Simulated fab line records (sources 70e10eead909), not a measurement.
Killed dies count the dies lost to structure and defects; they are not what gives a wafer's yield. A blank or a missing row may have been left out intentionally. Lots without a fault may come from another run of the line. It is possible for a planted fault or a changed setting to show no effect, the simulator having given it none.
Matching of chambers | flow nand harc | 3 sister chambers for NHARC_P_M1_PRE_CLEAN_32 on pecvd-04
The step time 12 s. 18 wafers are shown with their chamber, then 9 later ones without.

## WAFERS WITH THEIR CHAMBER
wafer  | chamber | heater power w (W)
L074.2 | 1       | 666
L074.3 | 2       | 696
L074.6 | 2       | 703
L074.1 | 0       | 594
L074.4 | 0       | 582
L074.5 | 1       | 653
L076.2 | 2       | 644
L076.5 | 2       | 649
L076.6 | 1       | 696
L078.3 | 0       | 607
L078.4 | 0       | 621
L078.5 | 2       | 645
L078.1 | 1       | 707
L078.2 | 2       | 647
L078.6 | 1       | 700
L091.1 | 0       | 666
L091.5 | 2       | 724
L091.6 | 0       | 680

SIGNATURES (averages over the wafers above)
reading        | chamber 0 | chamber 1 | chamber 2 | scatter within a chamber
heater power w | 625.00    | 684.40    | 672.57    | 33.6
Rule: for a wafer and a chamber, the distance is found by dividing, reading by reading, the gap between the wafer's reading and the chamber's mean by the reading's scatter, squaring, summing and taking the root. The wafer belongs to the nearest chamber; if the next one is less than 2 further off, it can't be placed. The scatter: take each reading less its chamber's mean, square it, sum over the shown wafers, divide by the number of wafers less the number of chambers, and take the root.

## WAFERS WITH NO CHAMBER GIVEN
wafer  | heater power w (W)
L094.1 | 666
L094.3 | 648
L094.5 | 695
L096.1 | 662
L096.2 | 575
L096.3 | 623
L097.2 | 564
L097.3 | 705
L097.5 | 562

## WHICH CHAMBER EACH WENT THROUGH
wafer  | from the rows above          | in truth
L094.1 | can't be placed: 2 or 1 or 0 | 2
L094.3 | can't be placed: 0 or 2 or 1 | 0
L094.5 | can't be placed: 1 or 2 or 0 | 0
L096.1 | can't be placed: 2 or 1 or 0 | 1
L096.2 | can't be placed: 0 or 2 or 1 | 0
L096.3 | can't be placed: 0 or 2 or 1 | 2
L097.2 | can't be placed: 0 or 2 or 1 | 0
L097.3 | can't be placed: 1 or 2 or 0 | 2
L097.5 | can't be placed: 0 or 2 or 1 | 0
Correctly placed: 0 of 9. Can't be placed from these rows: 9 (the true chamber is among the candidates in 9). Placed wrongly: 0.
